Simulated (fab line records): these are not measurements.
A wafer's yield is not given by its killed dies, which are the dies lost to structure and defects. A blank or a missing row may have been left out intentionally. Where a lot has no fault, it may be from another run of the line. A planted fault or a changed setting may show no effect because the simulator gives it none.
fab line records ; flow nand_harc ; part 2 of 2: steps 21 to 27 of 27
record lots=5; wafers=15; last_day=24
route steps=1159 shown A_STAIRCASE@559
lots untouched by any fault: they come from a run of this same line in which no faults occurred
start_h: hours from the record's opening day to when the first of the lot's shown wafers began ; wait_h: hours since the lot's step before ; " as in the row above ; L1.1+2: one row covering several wafers at once ; - value missing, or start not given ; * or withheld: withheld ; < > ~ a bound
route shown NAME@n: names a module that has steps shown in the file, with the first one's number in the route ; usual: mean/standard deviation of fault-free wafers ; same: alike in all rows ; chamber/n: place in a boat ; sites: readings site by site ; _std_site: how widely they spread, as a standard deviation ; _edge_site: outer sites' mean less inner sites' ; radius_mm: how far each site lies from the wafer's centre ; mask NAME#n: copy n ; behind: tool/chamber where the wafer was last shaped ; hold: why the lot went on hold/how many hours it stayed there/how the hold came to an end ; device: whichever transistor did not switch (one of n, p or np) ; end of line: the tests these same wafers got at the end of their route ; a step given without rows: its recipe and nothing more ; killed: count of dies lost to structure and defects at first sort (not the wafer's yield) ; map: a wafer's dies, x killed, . not, _ none there
set.NAME: the setting the step ran with; set.NAME@STEP: the setting that earlier step ran with ; model.NAME: the simulator's own value behind a step, which no gauge read
lots at selected steps of the route; one table per step, one row per wafer
services: a tool's chamber out of use, with start hour (start_h, from the record's first day; less than 0 if before it), hours out, and reason
## steps
# step NHARC_A_STAIRCASE_TRIM_187
# recipe time_s=211.2; o2_flow_sccm=500; ar_flow_sccm=0; bias_w=0; chemistry=O2
# usual drypump_motor_current_A=5.9/0.55; oes_product_au=1.003/0.0084; rf_vpp_V=57.7/0.85; showerhead_plenum_p_Torr=3.52/0.11; throttle_valve_pct=17.036/0.0088
lot.wafer;tool;chamber;start_h;wait_h;drypump_motor_current_A;oes_product_au;rf_hours_counter_h;rf_vpp_V;showerhead_plenum_p_Torr;throttle_valve_pct
L080.2;rie_diel-09;3;265.20;0.1;6.4;0.996;1;59.0;3.59;17.030
L080.1;rie_diel-09;1;265.20;0.1;5.8;1.003;0;59.3;3.59;17.033
L080.5;rie_diel-09;0;265.20;0.1;4.8;0.991;-;57.8;3.52;17.042
L081.3;rie_diel-07;3;280.74;0.2;6.4;0.996;19;58.2;3.60;17.029
L081.2;rie_diel-07;1;280.74;0.2;5.8;1.013;20;56.7;3.33;17.043
L081.6;rie_diel-07;0;280.74;0.2;6.6;1.012;-;56.3;3.39;17.042
L082.2;rie_diel-09;1;288.40;0.1;5.8;0.999;9;56.9;3.59;17.032
L082.3;rie_diel-09;0;288.40;0.1;4.8;0.998;12;58.1;3.51;17.023
L082.4;rie_diel-09;1;288.40;0.1;5.8;0.998;-;57.4;3.59;17.034
L088.3;rie_diel-07;3;343.23;0.1;6.4;1.017;39;57.9;3.59;17.029
L088.1;rie_diel-07;0;343.23;0.1;6.6;1.009;42;56.8;3.38;17.019
L088.6;rie_diel-07;0;343.23;0.1;6.5;1.009;-;56.8;3.38;17.024
L096.2;rie_diel-07;2;365.08;0.1;5.8;1.003;42;57.7;3.66;17.041
L096.1;rie_diel-07;3;365.08;0.1;6.4;1.006;49;57.1;3.58;17.034
L096.6;rie_diel-07;2;365.08;0.1;5.8;1.008;-;56.4;3.66;17.033
# step NHARC_A_STAIRCASE_ETCH_188
# recipe target_depth_a=1000; time_s=40.5; ion_energy_ev=400; c4f8_flow_sccm=20; o2_flow_sccm=10; ar_flow_sccm=withheld; rf_w=600; bias_w=1000; chemistry=C4F8/O2
# usual oes_product_au=0.944/0.013; rf_fwd_power_W=591/3.3; rf_vpp_V=896/4.1
lot.wafer;tool;chamber;start_h;wait_h;oes_product_au;rf_fwd_power_W;rf_hours_counter_h;rf_vpp_V
L080.1;rie_diel-09;3;-;-;0.928;602;1;898
L080.2;rie_diel-09;2;-;-;0.938;596;1;899
L080.5;rie_diel-09;0;-;-;0.922;589;-;896
L081.3;rie_diel-07;0;-;-;0.930;590;20;891
L081.2;rie_diel-07;1;-;-;0.941;592;20;888
L081.6;rie_diel-07;1;-;-;0.941;589;-;889
L082.2;rie_diel-09;0;-;-;0.923;588;13;896
L082.3;rie_diel-09;1;-;-;0.922;589;10;898
L082.4;rie_diel-09;0;-;-;0.923;588;-;895
L088.3;rie_diel-07;3;-;-;0.932;589;39;897
L088.1;rie_diel-07;0;-;-;0.937;587;42;891
L088.6;rie_diel-07;0;-;-;0.938;588;-;890
L096.1;rie_diel-07;3;-;-;0.948;588;49;897
L096.2;rie_diel-07;1;-;-;0.959;586;53;889
L096.6;rie_diel-07;0;-;-;0.958;589;-;891
# step NHARC_A_STAIRCASE_TRIM_189
# recipe time_s=211.2; o2_flow_sccm=500; ar_flow_sccm=0; bias_w=0; chemistry=O2
# usual drypump_motor_current_A=6.0/0.52; oes_product_au=1.004/0.0074; rf_vpp_V=57.8/0.82; showerhead_plenum_p_Torr=3.52/0.11; throttle_valve_pct=17.036/0.0092
lot.wafer;tool;chamber;start_h;wait_h;drypump_motor_current_A;oes_product_au;rf_hours_counter_h;rf_vpp_V;showerhead_plenum_p_Torr;throttle_valve_pct
L080.1;rie_diel-09;0;-;-;4.8;1.010;1;58.8;3.52;17.028
L080.2;rie_diel-09;1;-;-;5.7;0.999;1;56.8;3.59;17.034
L080.5;rie_diel-09;2;-;-;6.2;1.009;-;58.4;3.60;17.036
L081.2;rie_diel-07;0;-;-;6.5;1.012;20;57.6;3.39;17.047
L081.3;rie_diel-07;1;-;-;5.7;1.009;21;57.1;3.33;17.055
L081.6;rie_diel-07;1;-;-;5.7;1.006;-;57.2;3.33;17.030
L082.2;rie_diel-09;1;-;-;5.7;1.004;10;57.8;3.59;17.040
L082.3;rie_diel-09;0;-;-;4.8;1.008;13;57.8;3.51;17.028
L082.4;rie_diel-09;3;-;-;6.4;1.007;-;58.6;3.59;17.040
L088.3;rie_diel-07;1;-;-;5.8;1.001;43;58.2;3.32;17.039
L088.1;rie_diel-07;3;-;-;6.4;1.007;39;58.7;3.59;17.033
L088.6;rie_diel-07;3;-;-;6.4;0.999;-;58.5;3.59;17.033
L096.2;rie_diel-07;3;-;-;6.4;0.997;49;58.1;3.58;17.054
L096.1;rie_diel-07;2;-;-;5.7;1.007;42;57.0;3.66;17.022
L096.6;rie_diel-07;3;-;-;6.4;0.998;-;58.4;3.58;17.028
# step NHARC_A_STAIRCASE_ETCH_190
# recipe target_depth_a=1000; time_s=40.5; ion_energy_ev=400; c4f8_flow_sccm=20; o2_flow_sccm=10; ar_flow_sccm=withheld; rf_w=600; bias_w=1000; chemistry=C4F8/O2
# usual oes_product_au=0.945/0.01; rf_fwd_power_W=591/3; rf_vpp_V=895/4.1
lot.wafer;tool;chamber;start_h;wait_h;oes_product_au;rf_fwd_power_W;rf_hours_counter_h;rf_vpp_V
L080.2;rie_diel-09;2;-;-;0.947;593;1;899
L080.1;rie_diel-09;3;-;-;0.943;596;1;899
L080.5;rie_diel-09;3;-;-;0.944;593;-;899
L081.2;rie_diel-07;2;-;-;0.955;592;19;901
L081.3;rie_diel-07;3;-;-;0.936;592;19;899
L081.6;rie_diel-07;2;-;-;0.936;591;-;901
L082.2;rie_diel-09;3;-;-;0.930;594;12;898
L082.3;rie_diel-09;0;-;-;0.931;588;13;895
L082.4;rie_diel-09;0;-;-;0.928;588;-;894
L088.3;rie_diel-07;3;-;-;0.944;590;40;898
L088.1;rie_diel-07;0;-;-;0.943;587;43;891
L088.6;rie_diel-07;0;-;-;0.942;587;-;891
L096.1;rie_diel-07;3;-;-;0.948;590;49;898
L096.2;rie_diel-07;1;-;-;0.957;588;53;888
L096.6;rie_diel-07;0;-;-;0.965;591;-;890
# step NHARC_A_STAIRCASE_TRIM_191
# recipe time_s=211.2; o2_flow_sccm=500; ar_flow_sccm=0; bias_w=0; chemistry=O2
# usual drypump_motor_current_A=5.9/0.54; oes_product_au=1.004/0.0082; rf_vpp_V=57.8/0.8; showerhead_plenum_p_Torr=3.52/0.11; throttle_valve_pct=17.036/0.0096
lot.wafer;tool;chamber;start_h;wait_h;drypump_motor_current_A;oes_product_au;rf_hours_counter_h;rf_vpp_V;showerhead_plenum_p_Torr;throttle_valve_pct
L080.1;rie_diel-09;0;-;-;4.8;0.992;1;57.7;3.52;17.040
L080.2;rie_diel-09;1;-;-;5.8;1.008;1;58.6;3.59;17.054
L080.5;rie_diel-09;0;-;-;4.8;1.003;-;59.8;3.52;17.045
L081.2;rie_diel-07;2;-;-;5.7;0.997;19;58.3;3.67;17.043
L081.3;rie_diel-07;0;-;-;6.6;1.011;20;57.5;3.39;17.036
L081.6;rie_diel-07;1;-;-;5.8;1.016;-;57.4;3.33;17.047
L082.3;rie_diel-09;1;-;-;5.8;0.996;10;57.3;3.59;17.032
L082.2;rie_diel-09;0;-;-;4.8;1.002;13;58.6;3.51;17.025
L082.4;rie_diel-09;0;-;-;4.8;0.999;-;57.6;3.51;17.039
L088.1;rie_diel-07;1;-;-;5.7;1.012;43;57.2;3.32;17.039
L088.3;rie_diel-07;3;-;-;6.4;1.011;40;57.1;3.59;17.025
L088.6;rie_diel-07;3;-;-;6.4;1.007;-;59.2;3.59;17.033
L096.2;rie_diel-07;0;-;-;6.5;1.017;52;56.6;3.38;17.031
L096.1;rie_diel-07;3;-;-;6.4;1.007;49;59.1;3.58;17.020
L096.6;rie_diel-07;0;-;-;6.6;1.004;-;57.1;3.38;17.015
# step NHARC_A_STAIRCASE_ETCH_192
# recipe target_depth_a=1000; time_s=40.5; ion_energy_ev=400; c4f8_flow_sccm=20; o2_flow_sccm=10; ar_flow_sccm=withheld; rf_w=600; bias_w=1000; chemistry=C4F8/O2
# usual oes_product_au=0.941/0.0099; rf_fwd_power_W=591/3; rf_vpp_V=896/4.1
lot.wafer;tool;chamber;start_h;wait_h;oes_product_au;rf_fwd_power_W;rf_hours_counter_h;rf_vpp_V
L080.1;rie_diel-09;3;-;-;0.938;595;1;898
L080.2;rie_diel-09;0;-;-;0.941;588;1;896
L080.5;rie_diel-09;2;-;-;0.932;595;-;899
L081.3;rie_diel-07;1;-;-;0.956;590;21;889
L081.2;rie_diel-07;2;-;-;0.940;591;19;901
L081.6;rie_diel-07;1;-;-;0.958;590;-;889
L082.2;rie_diel-09;3;-;-;0.937;595;12;898
L082.3;rie_diel-09;0;-;-;0.937;587;13;894
L082.4;rie_diel-09;0;-;-;0.943;586;-;895
L088.1;rie_diel-07;0;-;-;0.938;591;43;889
L088.3;rie_diel-07;1;-;-;0.937;589;43;890
L088.6;rie_diel-07;1;-;-;0.947;588;-;889
L096.2;rie_diel-07;1;-;-;0.947;588;53;888
L096.1;rie_diel-07;2;-;-;0.942;591;42;901
L096.6;rie_diel-07;3;-;-;0.947;589;-;898
# step NHARC_A_STAIRCASE_TRIM_193
# recipe time_s=211.2; o2_flow_sccm=500; ar_flow_sccm=0; bias_w=0; chemistry=O2
# usual drypump_motor_current_A=6.0/0.5; oes_product_au=1.005/0.0082; rf_vpp_V=57.8/0.92; showerhead_plenum_p_Torr=3.52/0.11; throttle_valve_pct=17.035/0.0099
lot.wafer;tool;chamber;start_h;wait_h;drypump_motor_current_A;oes_product_au;rf_hours_counter_h;rf_vpp_V;showerhead_plenum_p_Torr;throttle_valve_pct
L080.1;rie_diel-09;3;-;-;6.4;1.001;1;57.2;3.59;17.022
L080.2;rie_diel-09;1;-;-;5.8;1.002;1;57.4;3.59;17.042
L080.5;rie_diel-09;3;-;-;6.3;0.988;-;58.3;3.59;17.061
L081.2;rie_diel-07;0;-;-;6.6;1.017;20;57.3;3.39;17.039
L081.3;rie_diel-07;3;-;-;6.4;1.017;19;57.9;3.60;17.028
L081.6;rie_diel-07;1;-;-;5.8;1.026;-;57.7;3.33;17.025
L082.2;rie_diel-09;1;-;-;5.8;0.993;10;57.2;3.59;17.029
L082.3;rie_diel-09;0;-;-;4.9;1.004;13;57.0;3.51;17.042
L082.4;rie_diel-09;1;-;-;5.8;0.993;-;58.4;3.59;17.029
L088.3;rie_diel-07;0;-;-;6.6;1.008;43;57.3;3.38;17.054
L088.1;rie_diel-07;1;-;-;5.8;1.013;43;58.8;3.32;17.035
L088.6;rie_diel-07;0;-;-;6.5;1.002;-;57.7;3.38;17.030
L096.2;rie_diel-07;1;-;-;5.8;0.999;53;57.3;3.32;17.033
L096.1;rie_diel-07;0;-;-;6.6;1.000;53;57.3;3.38;17.026
L096.6;rie_diel-07;1;-;-;5.8;1.006;-;56.4;3.32;17.037
## services
tool;chamber;start_h;hours;kind
rie_diel-07;0;237.36;-;clean
rie_diel-07;1;237.36;-;clean
rie_diel-07;1;237.36;-;consumable_replace:focus_ring
rie_diel-07;2;237.36;-;clean
krf_scanner-04;-;240.50;3.8;repair
rie_diel-09;-;240.67;0.8;repair
rie_diel-09;-;254.11;9.0;pm
krf_scanner-01;-;256.11;4.0;pm
wet_bench-02;-;274.04;4.8;repair
plasma_asher-01;-;276.57;9.0;pm
rie_diel-09;1;282.27;4.0;repair
rie_diel-09;2;285.48;8.2;repair
krf_scanner-04;-;301.74;4.0;pm
rie_diel-07;1;310.76;2.2;repair
krf_scanner-01;-;319.84;0.3;repair
plasma_asher-01;-;322.32;0.3;repair
litho_track-02;-;340.00;7.0;pm
krf_scanner-03;-;340.02;4.0;pm
rie_diel-07;2;340.48;15.5;repair
plasma_asher-01;-;352.35;5.3;repair
wet_bench-02;-;356.00;8.0;pm
plasma_asher-02;-;360.24;9.0;pm
rie_diel-09;3;360.57;16.6;repair
litho_track-07;-;364.00;7.0;pm
